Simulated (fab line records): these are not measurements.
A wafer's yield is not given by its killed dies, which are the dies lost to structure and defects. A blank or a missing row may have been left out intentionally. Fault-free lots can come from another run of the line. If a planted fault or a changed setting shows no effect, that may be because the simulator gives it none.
fab line records	flow n5Finfet
[record] lots = 7	wafers = 39
route steps=1938 shown BEOL_M0_SAQP@638 BEOL_M1@800 BEOL_M4@1040 BEOL_M6@1194
startH: start of the lot's first displayed wafer, in hours after the record's first day	waitH: hours since the lot's step before	" identical to the entry in the row above	L1.1+2: several wafers, shown together as one row	- no value, or no start was given	* or withheld: withheld	< > ~ a bound
route shown NAME@n: names a module that has steps shown in the file, with the first one's number in the route	usual: average and standard deviation across the fault-free wafers	same: alike in all rows	chamber/n: place in a boat	sites: readings site by site	_std_site: the values' standard deviation	_edge_site: inner sites' mean taken away from outer sites' mean	radiusMm: how far each site lies from the wafer's centre	mask NAME#n: copy n	behind: the most recent tool/chamber to have shaped the wafer	hold: why the lot was held/for how many hours/how that ended	device: transistor that didn't switch, given as n, p or np	end of line: at the end of the route, the tests of the same wafers	a step with no rows: only its recipe	killed: not the wafer's yield, but the dies lost to structure and defects at the first sort	map: a wafer's dies, x killed, . not, _ none there
set.NAME: the setting as run; set.NAME@STEP: as run at that earlier step	model.NAME: the simulator's own value behind a step, which no gauge read
lots run with intentionally changed settings; tables by step, rows by wafer
[[steps]]
[step N5_BEOL_M0_SAQP_PECVD_04]
[recipe] material = a-Si	targetThkA = 600	tempC = 350	precursor = SiH4/He	pressureTorr = 3	rfW = 100	timeS = 60.2
lot.wafer	tool	chamber	startH	waitH	set.timeS	model.a-Si_of_BEOL_M0_SAQP_PECVD_04.thkNm
L075.1	pecvd-03	0	110.08	0.0	48.96	47.6
L075.2	"	2	"	"	48.96	48.2
L075.3	"	2	"	"	60.2	60.2
L075.4	"	0	"	"	60.2	59.8
L075.5	"	2	"	"	60.2	60.4
L075.6	"	0	"	"	48.96	48.4
L080.2	pecvd-04	1	142.20	0.0	60.2	58.8
L080.5+6	"	0,1	"	"	60.2	60.4
L084.1	pecvd-02	2	174.34	0.0	83.88	83
L084.2	"	1	"	"	83.88	82.8
L084.3	"	0	"	"	83.88	82.6
L084.4+6	"	0,1	"	"	60.2	60.4
L084.5	"	2	"	"	60.2	60.8
L089.1	pecvd-03	2	212.84	0.0	33.68	33.6
L089.2	"	1	"	"	33.68	32.6
L089.3	"	0	"	"	60.2	60.2
L089.4	"	2	"	"	60.2	61.2
L089.5	"	1	"	"	60.2	60.8
L089.6	"	0	"	"	33.68	34.2
L090.1+5+6	pecvd-02	2,2,0	215.28	0.0	60.2	60.6
L090.2	"	0	"	"	60.2	60.2
L090.3	"	1	"	"	60.2	59.8
L090.4	"	1	"	"	60.2	61.2
L092.1	pecvd-04	1	219.33	0.0	60.2	59.6
L092.2	"	2	"	"	60.2	57.8
L092.3	"	0	"	"	60.2	59.8
L092.4+6	"	0,1	"	"	60.2	60.4
L092.5	"	2	"	"	60.2	60
L096.1	pecvd-04	1	244.17	0.0	60.2	59
L096.2	"	0	"	"	60.2	58.8
L096.3	"	2	"	"	86.31	84.6
L096.4	"	0	"	"	86.31	87.2
L096.5	"	1	"	"	60.2	60.6
L096.6	"	2	"	"	86.31	85.8
[step N5_BEOL_M0_SAQP_THK_MEAS_05]
[usual] thkNm = 60.0/0.75
lot.wafer	tool	chamber	startH	waitH	set.timeS@BEOL_M0_SAQP_PECVD_04	thkNm
L075.1	filmMetro-02	-	110.21	0.1	48.96	47.7
L075.2	"	-	"	"	48.96	48.2
L075.3	"	-	"	"	60.2	60.3
L075.4	"	-	"	"	60.2	59.8
L075.5	"	-	"	"	60.2	60.5
L075.6	"	-	"	"	48.96	48.5
L080.2	filmMetro-02	-	142.30	0.1	60.2	58.8
L080.5	"	-	"	"	60.2	60.4
L080.6	"	-	"	"	60.2	60.3
L084.1	filmMetro-02	-	174.43	0.1	83.88	83.1
L084.2	"	-	"	"	83.88	82.8
L084.3	"	-	"	"	83.88	82.7
L084.4	"	-	"	"	60.2	60.5
L084.5	"	-	"	"	60.2	60.8
L084.6	"	-	"	"	60.2	60.4
L089.1	filmMetro-01	-	212.93	0.1	33.68	33.6
L089.2	"	-	"	"	33.68	32.5
L089.3	"	-	"	"	60.2	60.2
L089.4	"	-	"	"	60.2	61.2
L089.5	"	-	"	"	60.2	60.8
L089.6	"	-	"	"	33.68	34.2
L090.1	filmMetro-01	-	215.38	0.1	60.2	60.6
L090.2	"	-	"	"	60.2	60.2
L090.3	"	-	"	"	60.2	59.9
L090.4	"	-	"	"	60.2	61.2
L090.5	"	-	"	"	60.2	60.5
L090.6	"	-	"	"	60.2	60.6
L092.1	filmMetro-02	-	219.43	0.1	60.2	59.6
L092.2	"	-	"	"	60.2	57.7
L092.3	"	-	"	"	60.2	59.9
L092.4	"	-	"	"	60.2	60.5
L092.5	"	-	"	"	60.2	60.0
L092.6	"	-	"	"	60.2	60.3
L096.1	filmMetro-01	-	244.27	0.1	60.2	58.9
L096.2	"	-	"	"	60.2	58.8
L096.3	"	-	"	"	86.31	84.6
L096.4	"	-	"	"	86.31	87.1
L096.5	"	-	"	"	60.2	60.5
L096.6	"	-	"	"	86.31	85.7
[step N5_BEOL_M0_SAQP_HM_DEP_111]
[recipe] material = SiO2	targetThkA = 120	tempC = 400	precursor = SiH4/N2O	pressureTorr = 0.75	rfW = 275	timeS = 7.2
[step N5_BEOL_M0_SAQP_COAT_81]
[recipe] resist = SOC	tempC = 250	timeS = 60	spinRpm = 1500	resistThkNm = 100
[step N5_BEOL_M0_SAQP_HM_OPEN_112]
[recipe] chemistry = CHF3/O2	target = SiO2	stopOn = a-Si	targetDepthA = 120	overEtchFrac = 1.25	maskMaterial = SOC	timeS = 13.5	pressureMtorr = 30	sourceW = 650	biasW = 170	Ar_flow_sccm = 200	CHF3_flow_sccm = 50	O2_flow_sccm = 5	ionEnergyEv = 200	ends = endPoint
[step N5_BEOL_M0_SAQP_STRIP_113]
[recipe] chemistry = CHF3/O2	resist = SiARC	rfFrequencyHz = 6e+07
[step N5_BEOL_M0_SAQP_MANDREL_ETCH_20]
[recipe] targetDepthA = 600	chemistry = HBr/Cl2	target = a-Si	stopOn = SiNx	btTimeS = 10	maskMaterial = SOC	overEtchFrac = 0.5	timeS = 30	pressureMtorr = 10	icpW = 800	biasW = 75	HBr_flow_sccm = 150	Cl2_flow_sccm = 80	ends = endPoint
[usual] oesProductAu = 0.780/0.013
lot.wafer	tool	chamber	startH	waitH	set.timeS@BEOL_M0_SAQP_PECVD_04	oesProductAu	model.etch.depthNm
L075.1	rieSi-02	2	110.94	0.0	48.96	0.687	47.65
L075.2	"	3	"	"	48.96	0.677	48.21
L075.3	"	1	"	"	60.2	0.792	60.28
L075.4	"	0	"	"	60.2	0.776	59.76
L075.5	"	0	"	"	60.2	0.778	60.41
L075.6	"	1	"	"	48.96	0.706	48.5
L080.2	rieSi-05	2	143.02	0.0	60.2	0.794	58.74
L080.5	"	0	"	"	60.2	0.765	60.44
L080.6	"	1	"	"	60.2	0.779	60.35
L084.1	rieSi-02	3	175.16	0.0	83.88	0.923	82.97
L084.2	"	0	"	"	83.88	0.943	82.79
L084.3	"	1	"	"	83.88	0.952	82.7
L084.4	"	2	"	"	60.2	0.789	60.45
L084.5	"	2	"	"	60.2	0.785	60.72
L084.6	"	3	"	"	60.2	0.761	60.39
L089.1	rieSi-05	3	214.14	0.0	33.68	0.584	33.62
L089.2	"	0	"	"	33.68	0.580	32.53
L089.3	"	2	"	"	60.2	0.790	60.18
L089.4	"	0	"	"	60.2	0.794	61.24
L089.5	"	2	"	"	60.2	0.796	60.78
L089.6	"	3	"	"	33.68	0.593	34.12
L090.1	rieSi-05	3	216.26	0.0	60.2	0.792	60.62
L090.2	"	2	"	"	60.2	0.784	60.11
L090.3	"	0	"	"	60.2	0.786	59.87
L090.4	"	0	"	"	60.2	0.803	61.12
L090.5	"	3	"	"	60.2	0.790	60.5
L090.6	"	2	"	"	60.2	0.801	60.59
L092.1	rieSi-05	0	220.81	0.0	60.2	0.782	59.55
L092.2	"	2	"	"	60.2	0.770	57.74
L092.3	"	3	"	"	60.2	0.789	59.79
L092.4	"	1	"	"	60.2	0.783	60.43
L092.5	"	3	"	"	60.2	0.789	60.01
L092.6	"	0	"	"	60.2	0.803	60.31
L096.1	rieSi-05	1	245.17	0.0	60.2	0.768	58.84
L096.2	"	0	"	"	60.2	0.784	58.82
L096.3	"	3	"	"	86.31	0.968	84.69
L096.4	"	2	"	"	86.31	0.990	87.02
L096.5	"	3	"	"	60.2	0.787	60.55
L096.6	"	0	"	"	86.31	0.984	85.72
[step N5_BEOL_M1_TRENCH_ETCH_37]
[recipe] chemistry = C4F6/O2	targetDepthA = 552.07	target = SiOC	timeS = 29	ionEnergyEv = 250	pressureMtorr = 30	sourceW = 355	biasW = 185	Ar_flow_sccm = 300	C4F6_flow_sccm = 10	O2_flow_sccm = 10
lot.wafer	tool	chamber	startH	waitH	set.timeS	model.BEOL_M1.featureDepthNm	model.etch.depthNm	model.TiN_of_BEOL_M1_HM_DEP_02.thkNm
L075.1	rieDiel-03	0	-	-	29	54.8	54.74	18.2
L075.2	"	1	"	"	29	54.2	54.27	17.8
L075.3	"	2	"	"	29	54.4	54.5	17.8
L075.4	"	3	"	"	29	54	54.08	18
L075.5	"	0	"	"	29	54.6	54.51	18
L075.6	"	3	"	"	29	54	53.97	18
L080.2	rieDiel-03	3	-	-	29	53.8	53.84	17.4
L080.5	"	0	"	"	29	54.6	54.63	17.4
L080.6	"	3	"	"	29	54.2	54.13	17.4
L084.1	rieDiel-04	1	-	-	38.26	74.2	74.25	17.2
L084.2	"	0	"	"	29	54.8	54.74	17.6
L084.3	"	3	"	"	38.26	72.4	72.37	17
L084.4	"	2	"	"	38.26	72.6	72.66	17
L084.5	"	0	"	"	29	54.8	54.72	17.8
L084.6	"	1	"	"	29	55.8	55.87	17.8
L089.1	rieDiel-03	3	-	-	29	54.4	54.46	17.8
L089.2	"	2	"	"	24.65	48.2	48.11	18
L089.3	"	0	"	"	24.65	46.4	46.47	18.4
L089.4	"	0	"	"	29	54.8	54.71	17.8
L089.5	"	2	"	"	29	56.4	56.45	17.4
L089.6	"	3	"	"	24.65	46.4	46.32	18.2
L090.1	rieDiel-03	2	-	-	29	56.8	56.9	17.8
L090.2	"	1	"	"	29	56.8	56.77	17.8
L090.3	"	3	"	"	35.94	68	68.03	17.2
L090.4	"	2	"	"	35.94	70.6	70.68	17
L090.5	"	3	"	"	29	54.2	54.15	17.8
L090.6	"	1	"	"	35.94	70	70.02	17
L092.1	rieDiel-03	3	-	-	29	54.4	54.33	17.8
L092.2	"	2	"	"	29	56.4	56.37	17.6
L092.3	"	1	"	"	34.13	67.4	67.4	17.2
L092.4	"	2	"	"	29	56.2	56.18	17.8
L092.5	"	1	"	"	34.13	67.2	67.27	17.2
L092.6	"	3	"	"	34.13	64	63.95	17.6
L096.1	rieDiel-03	1	-	-	21.24	41.2	41.22	18.2
L096.2	"	2	"	"	21.24	40.8	40.83	18.2
L096.3	"	3	"	"	29	53.4	53.44	17.6
L096.4	"	3	"	"	21.24	39.6	39.5	17.8
L096.5	"	2	"	"	29	55.2	55.26	17.6
L096.6	"	1	"	"	29	56.4	56.36	17.4
[step N5_BEOL_M1_ETCH_41]
[recipe] chemistry = CH3F/O2	target = SiCN	targetDepthA = 319	taperDeg = 2	timeS = 57.8	ionEnergyEv = 120	maskMaterial = TiN	pressureMtorr = 30	sourceW = 395	biasW = 75	Ar_flow_sccm = 150	CH3F_flow_sccm = 30	O2_flow_sccm = 20
[step N5_BEOL_M1_STRIP_97]
[recipe] chemistry = N2/H2	timeS = 10	powerW = 450	tempC = 40	pressureMtorr = 20	rfFrequencyHz = 6e+07	biasPowerW = 7	n2FlowSccm = 200	h2FlowSccm = 200
[step N5_BEOL_M1_OCD_MEAS_38]
[usual] trenchDepthNm = 55.0/0.9
lot.wafer	tool	chamber	startH	waitH	set.timeS@BEOL_M1_TRENCH_ETCH_37	trenchDepthNm
L075.1	ocd-02	-	125.67	-	29	54.4
L075.2	"	-	"	"	29	54.3
L075.3	"	-	"	"	29	54.6
L075.4	"	-	"	"	29	54.2
L075.5	"	-	"	"	29	54.5
L075.6	"	-	"	"	29	54.4
L080.2	ocd-01	-	159.10	-	29	54.2
L080.5	"	-	"	"	29	54.6
L080.6	"	-	"	"	29	54.1
L084.1	ocd-02	-	191.95	-	38.26	74.3
L084.2	"	-	"	"	29	54.3
L084.3	"	-	"	"	38.26	72.2
L084.4	"	-	"	"	38.26	72.3
L084.5	"	-	"	"	29	54.8
L084.6	"	-	"	"	29	55.7
L089.1	ocd-02	-	232.48	-	29	54.1
L089.2	"	-	"	"	24.65	48.6
L089.3	"	-	"	"	24.65	46.5
L089.4	"	-	"	"	29	54.7
L089.5	"	-	"	"	29	56.0
L089.6	"	-	"	"	24.65	46.2
L090.1	ocd-01	-	235.64	-	29	56.8
L090.2	"	-	"	"	29	57.3
L090.3	"	-	"	"	35.94	67.7
L090.4	"	-	"	"	35.94	70.5
L090.5	"	-	"	"	29	54.4
L090.6	"	-	"	"	35.94	69.8
L092.1	ocd-01	-	237.28	-	29	54.3
L092.2	"	-	"	"	29	56.4
L092.3	"	-	"	"	34.13	67.0
L092.4	"	-	"	"	29	55.8
L092.5	"	-	"	"	34.13	67.5
L092.6	"	-	"	"	34.13	63.8
L096.1	ocd-02	-	261.03	-	21.24	40.8
L096.2	"	-	"	"	21.24	40.7
L096.3	"	-	"	"	29	53.1
L096.4	"	-	"	"	21.24	40.1
L096.5	"	-	"	"	29	55.3
L096.6	"	-	"	"	29	56.8
[step N5_BEOL_M4_ETCH_64]
[recipe] chemistry = N2/H2	target = SOC	targetDepthA = 750	overetchA = 225	maskMaterial = SiARC	tempC = 40	timeS = 121.9	ionEnergyEv = 200	pressureMtorr = 30	sourceW = 840	biasW = 150	n2FlowSccm = 200	h2FlowSccm = 200
lot.wafer	tool	chamber	startH	waitH	set.targetDepthA	model.SiARC_of_BEOL_M4_COAT_62.thkNm
L075.1	rieDiel-02	1	153.21	0.0	750	6.2
L075.2+4	"	2,3	"	"	750	6.4
L075.3	"	0	"	"	1177	3.6
L075.5	"	2	"	"	1177	3.8
L075.6	"	3	"	"	1177	4
L080.2+6	rieDiel-05	3,1	197.44	0.0	750	6.4
L080.5	"	0	"	"	750	6.6
L084.1	rieDiel-02	0	219.98	0.0	750	6
L084.2+3+5+6	"	1,2,1,2	"	"	750	6.2
L084.4	"	3	"	"	750	6.4
L089.1+6	rieDiel-05	0	259.35	0.0	750	6.6
L089.2+3+4+5	"	1,3,2,3	"	"	750	6.4
L090.1+4+5+6	rieDiel-06	2,3,2,3	260.23	0.0	750	6.4
L090.2+3	"	0,1	"	"	750	6
L092.1+2+6	rieDiel-06	0,1,1	268.90	0.0	750	6
L092.3+4	"	3,2	"	"	465.4	8
L092.5	"	0	"	"	465.4	7.6
L096.1	rieDiel-06	3	295.08	0.0	1143	4.4
L096.2	"	1	"	"	750	6.2
L096.3	"	0	"	"	750	6
L096.4+6	"	0,1	"	"	1143	3.8
L096.5	"	3	"	"	750	6.6
[step N5_BEOL_M4_STRIP_65]
[recipe] chemistry = N2/H2	tempC = 40	n2FlowSccm = 200	h2FlowSccm = 200	rfFrequencyHz = 6e+07
[step N5_BEOL_M4_STRIP_75]
[recipe] chemistry = N2/H2	tempC = 40	n2FlowSccm = 200	h2FlowSccm = 200	rfFrequencyHz = 6e+07
[step N5_BEOL_M4_STRIP_66]
[recipe] chemistry = CF4	resist = SiARC	powerW = 300	biasPowerW = 75	pressureMtorr = 50	cf4FlowSccm = 150	rfFrequencyHz = 6e+07
[step N5_BEOL_M4_HM_OPEN_17]
[recipe] chemistry = Cl2/BCl3	targetDepthA = 200	overetchA = 60	target = TiN	maskMaterial = SOC	ionEnergyEv = 150	pressureMtorr = 10	icpW = 1000	biasW = 126	Cl2_flow_sccm = 53.25	bcl3FlowSccm = 21.75	Ar_flow_sccm = 25
lot.wafer	tool	chamber	startH	waitH	set.targetDepthA@BEOL_M4_ETCH_64	model.etch.depthNm
L075.1	rieMetal-03	0	153.39	0.0	750	20.16
L075.2	"	1	"	"	750	20.38
L075.3	"	1	"	"	1177	14.93
L075.4	"	0	"	"	750	19.78
L075.5	"	0	"	"	1177	14.85
L075.6	"	1	"	"	1177	15.13
L080.2	rieMetal-02	1	197.61	0.0	750	20.33
L080.5	"	1	"	"	750	20.48
L080.6	"	0	"	"	750	20.07
L084.1	rieMetal-03	0	220.16	0.0	750	20.25
L084.2	"	1	"	"	750	20.23
L084.3+5+6	"	0,1,0	"	"	750	20.15
L084.4	"	1	"	"	750	20.06
L089.1	rieMetal-01	1	259.53	0.0	750	20.05
L089.2	"	1	"	"	750	20.3
L089.3	"	1	"	"	750	20.41
L089.4	"	1	"	"	750	20.13
L089.5	"	1	"	"	750	20.19
L089.6	"	1	"	"	750	20.35
L090.1	rieMetal-01	1	260.41	0.0	750	20.12
L090.2	"	1	"	"	750	20.31
L090.3+5	"	1	"	"	750	20.32
L090.4	"	1	"	"	750	20.11
L090.6	"	1	"	"	750	20.18
L092.1	rieMetal-01	1	269.07	0.0	750	19.76
L092.2	"	1	"	"	750	19.62
L092.3	"	1	"	"	465.4	19.96
L092.4	"	1	"	"	465.4	19.59
L092.5	"	1	"	"	465.4	19.61
L092.6	"	1	"	"	750	19.66
L096.1	rieMetal-02	1	295.25	0.0	1143	15.3
L096.2	"	0	"	"	750	20.07
L096.3	"	0	"	"	750	19.89
L096.4	"	1	"	"	1143	14.75
L096.5	"	0	"	"	750	20.03
L096.6	"	1	"	"	1143	14.82
[step N5_BEOL_M6_ILD_DEP_00]
[recipe] material = SiCOH_lowk	targetThkA = 1797.5	tempC = 300	precursor = DEMS/porogen	pressureTorr = 5	rfW = 500	timeS = 33.4
lot.wafer	tool	chamber	startH	waitH	set.timeS	model.SiCOH_lowk_of_BEOL_M6_ILD_DEP_00.thkNm
L075.1	pecvd-01	0	175.08	0.0	33.4	183
L075.2	"	1	"	"	33.4	178.6
L075.3	"	2	"	"	33.4	180.4
L075.4	"	0	"	"	33.4	187.4
L075.5	"	2	"	"	33.4	185
L075.6	"	1	"	"	33.4	182.2
L080.2	pecvd-01	0	216.07	0.0	33.4	181.8
L080.5	"	1	"	"	33.4	182.4
L080.6	"	0	"	"	33.4	184
L084.1	pecvd-02	2	238.97	0.0	53.15	279.8
L084.2	"	1	"	"	33.4	180.8
L084.3	"	0	"	"	33.4	177.2
L084.4	"	0	"	"	33.4	181.8
L084.5	"	1	"	"	53.15	286.8
L084.6	"	2	"	"	53.15	284
L089.1	pecvd-01	2	280.81	0.0	33.4	182
L089.2	"	0	"	"	33.4	182.2
L089.3	"	2	"	"	28.36	158.4
L089.4	"	0	"	"	28.36	159
L089.5	"	0	"	"	33.4	185.2
L089.6	"	2	"	"	28.36	159.6
L090.1+4	pecvd-03	2,1	283.22	0.0	25.12	134.2
L090.2	"	0	"	"	25.12	132.2
L090.3	"	1	"	"	33.4	175
L090.5	"	0	"	"	33.4	177.4
L090.6	"	2	"	"	33.4	180.4
L092.1	pecvd-01	2	302.70	0.0	17.95	98.2
L092.2	"	1	"	"	17.95	96.8
L092.3	"	0	"	"	33.4	179.6
L092.4	"	2	"	"	33.4	183
L092.5	"	0	"	"	17.95	100.8
L092.6	"	1	"	"	33.4	181.2
L096.1	pecvd-02	2	317.79	0.0	51.6	271.2
L096.2	"	0	"	"	33.4	176
L096.3	"	1	"	"	33.4	180.6
L096.4	"	0	"	"	51.6	278.2
L096.5	"	2	"	"	51.6	280.6
L096.6	"	1	"	"	33.4	182.8
[step N5_BEOL_M6_CURE_74]
[recipe] tempC = 385	timeS = 240	ambient = He/Ar	material = SiCOH_lowk
lot.wafer	tool	chamber	startH	waitH	set.timeS@BEOL_M6_ILD_DEP_00	model.SiCOH_lowk_of_BEOL_M6_ILD_DEP_00.thkNm
L075.1	uvCure-01	1	175.30	0.2	33.4	157.8
L075.2	"	1	"	"	33.4	154
L075.3	"	1	"	"	33.4	155.6
L075.4	"	1	"	"	33.4	161.8
L075.5	"	1	"	"	33.4	159.6
L075.6	"	1	"	"	33.4	157.2
L080.2	uvCure-03	2	216.25	0.2	33.4	156.8
L080.5	"	2	"	"	33.4	157.2
L080.6	"	2	"	"	33.4	158.6
L084.1	uvCure-02	0	239.03	0.0	53.15	242.6
L084.2	"	0	"	"	33.4	155.8
L084.3	"	0	"	"	33.4	152.8
L084.4	"	0	"	"	33.4	156.8
L084.5	"	0	"	"	53.15	248.8
L084.6	"	0	"	"	53.15	246.4
L089.1	uvCure-03	1	280.90	0.1	33.4	157
L089.2	"	1	"	"	33.4	157.2
L089.3	"	1	"	"	28.36	136.4
L089.4	"	1	"	"	28.36	137
L089.5	"	1	"	"	33.4	159.8
L089.6	"	1	"	"	28.36	137.4
L090.1+4	uvCure-02	1	283.29	0.0	25.12	115.4
L090.2	"	1	"	"	25.12	113.6
L090.3	"	1	"	"	33.4	151
L090.5	"	1	"	"	33.4	153
L090.6	"	1	"	"	33.4	155.6
L092.1	uvCure-03	0	302.76	0.0	17.95	84.2
L092.2	"	0	"	"	17.95	83
L092.3	"	0	"	"	33.4	154.8
L092.4	"	0	"	"	33.4	157.8
L092.5	"	0	"	"	17.95	86.6
L092.6	"	0	"	"	33.4	156.2
L096.1	uvCure-03	0	317.97	0.2	51.6	235
L096.2	"	0	"	"	33.4	151.8
L096.3	"	0	"	"	33.4	155.8
L096.4	"	0	"	"	51.6	241.2
L096.5	"	0	"	"	51.6	243.4
L096.6	"	0	"	"	33.4	157.6
[step N5_BEOL_M6_THK_MEAS_01]
[recipe] reads = SiCOH_lowk_of_BEOL_M6_ILD_DEP_00
[usual] M6_ILD_THK = 156.0/2.5
lot.wafer	tool	chamber	startH	waitH	set.timeS@BEOL_M6_ILD_DEP_00	M6_ILD_THK[nm]
L075.1	filmMetro-01	-	175.81	0.4	33.4	157.9
L075.2	"	-	"	"	33.4	153.9
L075.3	"	-	"	"	33.4	155.6
L075.4	"	-	"	"	33.4	161.8
L075.5	"	-	"	"	33.4	159.7
L075.6	"	-	"	"	33.4	157.2
L080.2	filmMetro-02	-	216.69	0.4	33.4	156.9
L080.5	"	-	"	"	33.4	157.4
L080.6	"	-	"	"	33.4	158.6
L084.1	filmMetro-01	-	239.55	0.4	53.15	242.6
L084.2	"	-	"	"	33.4	155.9
L084.3	"	-	"	"	33.4	152.8
L084.4	"	-	"	"	33.4	156.8
L084.5	"	-	"	"	53.15	248.8
L084.6	"	-	"	"	53.15	246.4
L089.1	filmMetro-01	-	281.41	0.4	33.4	156.9
L089.2	"	-	"	"	33.4	157.3
L089.3	"	-	"	"	28.36	136.4
L089.4	"	-	"	"	28.36	136.9
L089.5	"	-	"	"	33.4	159.9
L089.6	"	-	"	"	28.36	137.4
L090.1	filmMetro-01	-	283.80	0.4	25.12	115.5
L090.2	"	-	"	"	25.12	113.6
L090.3	"	-	"	"	33.4	150.8
L090.4	"	-	"	"	25.12	115.3
L090.5	"	-	"	"	33.4	152.9
L090.6	"	-	"	"	33.4	155.3
L092.1	filmMetro-01	-	303.50	0.7	17.95	84.2
L092.2	"	-	"	"	17.95	83.1
L092.3	"	-	"	"	33.4	154.9
L092.4	"	-	"	"	33.4	157.8
L092.5	"	-	"	"	17.95	86.5
L092.6	"	-	"	"	33.4	156.1
L096.1	filmMetro-02	-	318.48	0.4	51.6	234.9
L096.2	"	-	"	"	33.4	151.7
L096.3	"	-	"	"	33.4	155.8
L096.4	"	-	"	"	51.6	241.3
L096.5	"	-	"	"	51.6	243.3
L096.6	"	-	"	"	33.4	157.7
[[key]]
[split] step = N5_BEOL_M0_SAQP_PECVD_04	setting = timeS	stated = 60.2	by = wafer
[response] step = N5_BEOL_M0_SAQP_PECVD_04	reading = model.a-Si_of_BEOL_M0_SAQP_PECVD_04.thkNm	change = +0.603	per = 1%	r = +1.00
[response] step = N5_BEOL_M0_SAQP_THK_MEAS_05	reading = thkNm	change = *	per = 1%	r = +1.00
[response] step = N5_BEOL_M0_SAQP_MANDREL_ETCH_20	reading = oesProductAu	change = +0.00453	per = 1%	r = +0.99
[response] step = N5_BEOL_M0_SAQP_MANDREL_ETCH_20	reading = model.etch.depthNm	change = +0.603	per = 1%	r = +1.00
[split] step = N5_BEOL_M1_TRENCH_ETCH_37	setting = timeS	stated = 29	by = wafer
[response] step = N5_BEOL_M1_TRENCH_ETCH_37	reading = model.BEOL_M1.featureDepthNm	change = +0.56	per = 1%	r = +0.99
[response] step = N5_BEOL_M1_TRENCH_ETCH_37	reading = model.etch.depthNm	change = +0.562	per = 1%	r = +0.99
[response] step = N5_BEOL_M1_TRENCH_ETCH_37	reading = model.TiN_of_BEOL_M1_HM_DEP_02.thkNm	change = -0.024	per = 1%	r = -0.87
[response] step = N5_BEOL_M1_OCD_MEAS_38	reading = trenchDepthNm	change = +0.557	per = 1%	r = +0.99
[split] step = N5_BEOL_M4_ETCH_64	setting = targetDepthA	stated = 750	by = wafer
[response] step = N5_BEOL_M4_ETCH_64	reading = model.SiARC_of_BEOL_M4_COAT_62.thkNm	change = -0.0449	per = 1%	r = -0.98
[response] step = N5_BEOL_M4_HM_OPEN_17	reading = model.etch.depthNm	shape = bent	atLowest = 19.72	atStated = 20.13	atHighest = 14.97
[split] step = N5_BEOL_M6_ILD_DEP_00	setting = timeS	stated = 33.4	by = wafer
[response] step = N5_BEOL_M6_ILD_DEP_00	reading = model.SiCOH_lowk_of_BEOL_M6_ILD_DEP_00.thkNm	change = +1.77	per = 1%	r = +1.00
[response] step = N5_BEOL_M6_CURE_74	reading = model.SiCOH_lowk_of_BEOL_M6_ILD_DEP_00.thkNm	change = +1.54	per = 1%	r = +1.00
[response] step = N5_BEOL_M6_THK_MEAS_01	reading = M6_ILD_THK	change = +1.54	per = 1%	r = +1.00
